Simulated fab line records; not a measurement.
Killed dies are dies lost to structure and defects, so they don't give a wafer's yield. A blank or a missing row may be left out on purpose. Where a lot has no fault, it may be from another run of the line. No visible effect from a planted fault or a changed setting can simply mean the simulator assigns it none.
Which of the tools did it?    flow n5_finfet    Sampling: 24 lots, 72 wafers, 3 of 1938 route steps

## WHAT EACH GAUGE READ, for each wafer
N5_MOL_CONTACT_COAG_CD_MEAS_137: the cd target is 16 nm.
lot   measured      on         cd_nm (nm)
L074  day 5 03:34   cd_sem-03  15.8 15.4 16.1
L075  day 5 08:53   cd_sem-03  16.1 15.9 16.3
L076  day 5 18:52   cd_sem-02  15.3 15.6 15.7
L077  day 5 19:32   cd_sem-03  16.3 16.7 16.4
L078  day 6 00:31   cd_sem-02  15.9 15.8 15.9
L079  day 6 12:50   cd_sem-02  15.9 15.6 16.3
L081  day 6 20:47   cd_sem-03  17.2 16.0 16.5
L080  day 6 21:26   cd_sem-02  16.1 15.5 15.9
L082  day 7 07:16   cd_sem-01  16.1 16.1 16.1
L083  day 7 10:59   cd_sem-03  15.9 16.4 16.1
L084  day 7 20:47   cd_sem-02  15.9 15.5 16.0
L085  day 8 01:23   cd_sem-02  16.1 16.4 16.2
L086  day 8 08:16   cd_sem-02  16.1 16.0 15.4
L087  day 8 13:25   cd_sem-02  15.8 15.5 15.6
L088  day 8 14:14   cd_sem-02  16.0 15.6 16.2
L089  day 9 02:33   cd_sem-01  15.6 15.9 16.3
L090  day 9 07:30   cd_sem-02  16.1 16.1 15.9
L091  day 9 08:43   cd_sem-01  15.7 16.1 15.8
L092  day 9 12:43   cd_sem-01  16.4 16.2 15.9
L093  day 9 23:24   cd_sem-02  16.0 15.9 15.8
L094  day 10 03:29  cd_sem-02  15.8 16.1 16.4
L095  day 10 09:31  cd_sem-03  15.6 16.5 16.3
L096  day 10 15:52  cd_sem-01  16.0 16.2 15.7
L097  day 11 00:34  cd_sem-03  15.7 15.9 16.0

N5_MOL_CONTACT_COAG_CD_MEAS_40: the cd target is 25.1 nm.
lot   measured      on         cd_nm (nm)
L074  day 5 03:53   cd_sem-01  25.09 25.20 25.35
L075  day 5 09:12   cd_sem-02  25.13 25.06 25.31
L076  day 5 19:11   cd_sem-02  25.24 25.25 25.21
L077  day 5 19:50   cd_sem-03  25.26 24.99 25.66
L078  day 6 00:58   cd_sem-01  25.06 25.45 25.23
L079  day 6 13:10   cd_sem-03  25.15 25.45 24.95
L081  day 6 21:14   cd_sem-01  25.14 25.30 25.37
L080  day 6 21:46   cd_sem-03  25.35 25.11 25.00
L082  day 7 07:35   cd_sem-02  25.18 24.97 25.20
L083  day 7 11:19   cd_sem-03  25.21 25.64 25.27
L084  day 7 21:06   cd_sem-02  25.01 25.34 25.33
L085  day 8 01:50   cd_sem-02  24.95 25.21 25.31
L086  day 8 08:35   cd_sem-02  25.23 25.00 25.59
L087  day 8 13:44   cd_sem-03  24.69 24.96 24.74
L088  day 8 14:41   cd_sem-01  24.94 24.95 25.60
L089  day 9 02:55   cd_sem-01  25.08 25.09 25.23
L090  day 9 07:51   cd_sem-03  24.79 24.82 24.88
L091  day 9 09:10   cd_sem-03  25.63 25.45 24.97
L092  day 9 13:04   cd_sem-03  25.06 25.32 25.14
L093  day 9 23:43   cd_sem-02  25.13 24.91 25.05
L094  day 10 03:50  cd_sem-02  24.88 25.17 24.85
L095  day 10 10:41  cd_sem-03  25.51 25.28 25.15
L096  day 10 16:19  cd_sem-02  25.35 24.69 25.28
L097  day 11 01:01  cd_sem-01  25.35 25.35 24.85

## TOOL THAT RAN EACH LOT (tool first, then ch and the chambers of the sampled wafers, then the start)
lot   N5_MOL_CONTACT_COAG_ETCHBACK_132
L074  rie_diel-06 ch 0,1,3, day 5 03:04
L075  rie_diel-06 ch 0,1,3, day 5 08:23
L076  rie_diel-01 ch 0,1, day 5 18:20
L077  rie_diel-01 ch 2,3, day 5 19:02
L078  rie_diel-06 ch 0,2,3, day 6 00:02
L079  rie_diel-01 ch 1,2,3, day 6 12:20
L081  rie_diel-05 ch 0,1,2, day 6 20:17
L080  rie_diel-05 ch 0,1, day 6 20:57
L082  rie_diel-05 ch 1,2, day 7 06:43
L083  rie_diel-05 ch 1,2, day 7 10:30
L084  rie_diel-05 ch 0,1,2, day 7 20:16
L085  rie_diel-01 ch 0,1,3, day 8 00:53
L086  rie_diel-01 ch 0,1,3, day 8 07:46
L087  rie_diel-06 ch 0,3, day 8 12:55
L088  rie_diel-01 ch 1,3, day 8 13:44
L089  rie_diel-06 ch 1,2,3, day 9 02:04
L090  rie_diel-05 ch 0,3, day 9 07:01
L091  rie_diel-06 ch 2,3, day 9 08:14
L092  rie_diel-06 ch 0,2,3, day 9 12:13
L093  rie_diel-01 ch 1,2,3, day 9 22:54
L094  rie_diel-05 ch 1,2, day 10 03:00
L095  rie_diel-06 ch 1,2,3, day 10 09:01
L096  rie_diel-05 ch 1,2,3, day 10 15:18
L097  rie_diel-05 ch 0,1,2, day 11 00:04
- N5_MOL_CONTACT_COAG_ETCHBACK_132: etches SiO2 in CHF3, target depth 10 nm, time 6.7 s.

## AS READ BY THE TOOLS THEMSELVES (means over the sampled wafers that have a number; for cases with no such wafer, the mark the record gives instead)
N5_MOL_CONTACT_COAG_ETCHBACK_132.
lot   tool         drypump_motor_current_A (A)  oes_product_au (a.u.)  rf_vpp_V (V)  showerhead_plenum_p_Torr (Torr)  throttle_valve_pct (%)
L074  rie_diel-06  5.3                          0.82                   525           2.36                             18.69
L075  rie_diel-06  5.3                          0.81                   526           2.36                             18.70
L076  rie_diel-01  5.4                          0.81                   534           2.33                             18.79
L077  rie_diel-01  5.8                          0.75                   524           2.47                             18.93
L078  rie_diel-06  5.8                          0.78                   529           2.38                             18.79
L079  rie_diel-01  5.7                          0.72                   526           2.43                             18.99
L081  rie_diel-05  5.8                          0.74                   536           2.45                             18.87
L080  rie_diel-05  6.0                          0.77                   538           2.45                             18.79
L082  rie_diel-05  5.3                          0.73                   542           2.48                             19.00
L083  rie_diel-05  5.3                          0.74                   541           2.48                             18.99
L084  rie_diel-05  5.8                          0.72                   535           2.44                             18.89
L085  rie_diel-01  5.4                          0.84                   533           2.37                             18.86
L086  rie_diel-01  5.4                          0.83                   532           2.37                             18.85
L087  rie_diel-06  5.2                          0.81                   529           2.33                             18.72
L088  rie_diel-01  5.7                          0.87                   529           2.38                             18.79
L089  rie_diel-06  5.9                          0.72                   525           2.40                             18.83
L090  rie_diel-05  6.0                          0.79                   525           2.46                             18.50
L091  rie_diel-06  6.3                          0.70                   528           2.41                             18.91
L092  rie_diel-06  5.8                          0.76                   529           2.37                             18.83
L093  rie_diel-01  5.8                          0.79                   526           2.41                             18.89
L094  rie_diel-05  5.3                          0.71                   540           2.47                             19.03
L095  rie_diel-06  5.9                          0.72                   524           2.40                             18.85
L096  rie_diel-05  5.5                          0.75                   536           2.48                             18.81
L097  rie_diel-05  5.8                          0.82                   536           2.43                             18.80

## THE ANSWER, worked out from the rows above alone
Rule: usual is defined by the lots themselves. The widest of any qualifying gaps counts: lots, ordered by their means at a reading, are off when they make up no more than a third of the lots, leave a main group of 4 or more, and stand apart from it by 3 or more times the standard deviation of that group's means. A main group is skipped when, at the precision printed for the reading in the tables above, its means are all equal. Also off: a lot with no number at a reading for which 4 or more lots have one. Any other lot the step has rows for is counted as sound. Order of review: gauges by route order, followed by the tools' own readings, for which a lot's mean as printed above is used. The first step at which some lot is off is used, and at that step the reading that is off furthest; a lot without a number counts as furthest.
No lot is off at any reading shown: from this, nothing can be told.

## WHAT THE SIMULATOR PUT IN
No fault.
